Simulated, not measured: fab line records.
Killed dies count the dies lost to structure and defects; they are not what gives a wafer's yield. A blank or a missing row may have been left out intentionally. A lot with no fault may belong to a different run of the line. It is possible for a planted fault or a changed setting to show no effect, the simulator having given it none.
Problem report in the 8D (eight disciplines) form, filled by code :: flow n5Finfet :: the parts of the form that need people (team, actions taken, sign-off) are left out

## 1. THE PROBLEM
A mean of 150 is read at N5_PASSIVATION_PROBE_49 for killed_at_M4_up, taken on 1 wafer of 1 lot, against 14 (standard deviation 5.7) on wafers free of any fault. Measured from the usual mean, that is +24 standard deviations.
Earliest sighting: wafer L209.6 on prober-02 at day 14 01:44. The record has a number at this step for 21 wafers belonging to 7 lots. Rule for "out", or "out of limits": more than 4 standard deviations from the usual mean. Any other wafer with a number is counted as sound.

## 2. WHAT IT IS AND WHAT IT IS NOT
question: which readings at this step
is: killed_at_M4_up, defectLimitedYield, killedDies, sort_bin_5_function, sortNPass, sortYieldPct
is not: killed_at_M0_to_M3, killedAtContacts, killedAtFrontEnd, killedAtOther, killedOpen, killedShort, sort_bin_6_memory, sort_bin_8_speed

question: which lots
is: L209
is not: L213, L214, L219, L220, L221, L222

question: which wafers of those lots
is: L209.6
is not: L209.2, L209.5

question: read on which tools
is: prober-02
is not: prober-01

question: when
is: from day 14 01:44
is not: up to then (2 sound wafers); but 18 sound wafers of L213, L214, L219, L220, L221, L222 came after

## 3. THE SUSPECTS, EACH WITH WHAT RULES IT OUT
Counting: a tool at a process step up to the reading stays a suspect if it ran every lot that is out. Sound lots after the first of them don't rule it out here, since some wafers of a struck lot are sound.
- rieDiel-01 at N5_BEOL_M13_TRENCH_ETCH_34 (etches SiOC in C4F8/O2/Ar, target depth 413.47 nm, time 162.6 s): kept. It ran the lot that is out, L209 (day 12 20:22).
- pvdSputter-01 at N5_PASSIVATION_DEGAS_18 (time 60 s): kept. It ran the lot that is out, L209 (day 13 19:47).
- prober-02 at N5_PASSIVATION_PROBE_49: kept. It ran the lot that is out, L209 (day 14 01:32). Its own defectLimitedYield, killed_at_M4_up, killedDies, sort_bin_5_function, sortNPass, sortYieldPct readings are out on those wafers.
- At N5_BEOL_M13_TRENCH_ETCH_34 on rieDiel-01, chamber 1 took the sound wafers of the same lots and chamber 2 took the wafers that are out.
rieDiel-01 at N5_BEOL_M13_TRENCH_ETCH_34, pvdSputter-01 at N5_PASSIVATION_DEGAS_18 and prober-02 at N5_PASSIVATION_PROBE_49 are what is left after counting.

## 4. THE CAUSE (what the simulator had put in)
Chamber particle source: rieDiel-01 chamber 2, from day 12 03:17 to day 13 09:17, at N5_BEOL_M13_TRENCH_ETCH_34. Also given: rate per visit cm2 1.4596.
This tool is one of the 3 suspects left after counting.

## 5. SEQUENCE OF EFFECTS, ordered by route
One row per reading whose mean, taken over the struck wafers that have a number, lies over 3 standard deviations from the usual. Scope: only readings with a usual standard deviation given in the record; hours: median across lots of the time from each lot's start at the first step in this table that gives one to its start at this step; sigmas: change in usual standard deviations.
hours: 0
step: N5_PASSIVATION_PROBE_49
reading: defectLimitedYield
usual: 91.2 %
on struck wafers: 80.8
change: -10.4
sigmas: -6.5

hours: 0
step: N5_PASSIVATION_PROBE_49
reading: killed_at_M4_up
usual: 14
on struck wafers: 150
change: +136
sigmas: +24

hours: 0
step: N5_PASSIVATION_PROBE_49
reading: killedDies
usual: 104
on struck wafers: 227
change: +123
sigmas: +6.5

hours: 0
step: N5_PASSIVATION_PROBE_49
reading: sort_bin_5_function
usual: 5.1 %
on struck wafers: 11.3
change: +6.2
sigmas: +6.2

hours: 0
step: N5_PASSIVATION_PROBE_49
reading: sortNPass
usual: 1076
on struck wafers: 953
change: -123
sigmas: -6.5

hours: 0
step: N5_PASSIVATION_PROBE_49
reading: sortYieldPct
usual: 91.2 %
on struck wafers: 80.8
change: -10.4
sigmas: -6.5
Here are the process steps it includes:
- N5_PASSIVATION_PROBE_49

## 6. WHAT WOULD HAVE CAUGHT IT SOONER
In this record the first reading out of limits was taken at day 14 01:44, 46 hours after the fault began at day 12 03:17.
Tool readings at N5_BEOL_M13_TRENCH_ETCH_34 with a usual standard deviation given in the record: none out on any struck wafer, hence no alarm at a limit of 4 standard deviations on them.
All the lots that are out (1) had begun N5_BEOL_M13_TRENCH_ETCH_34 on rieDiel-01 by day 14 01:44. A hold on the tool at that time would have spared none of them.
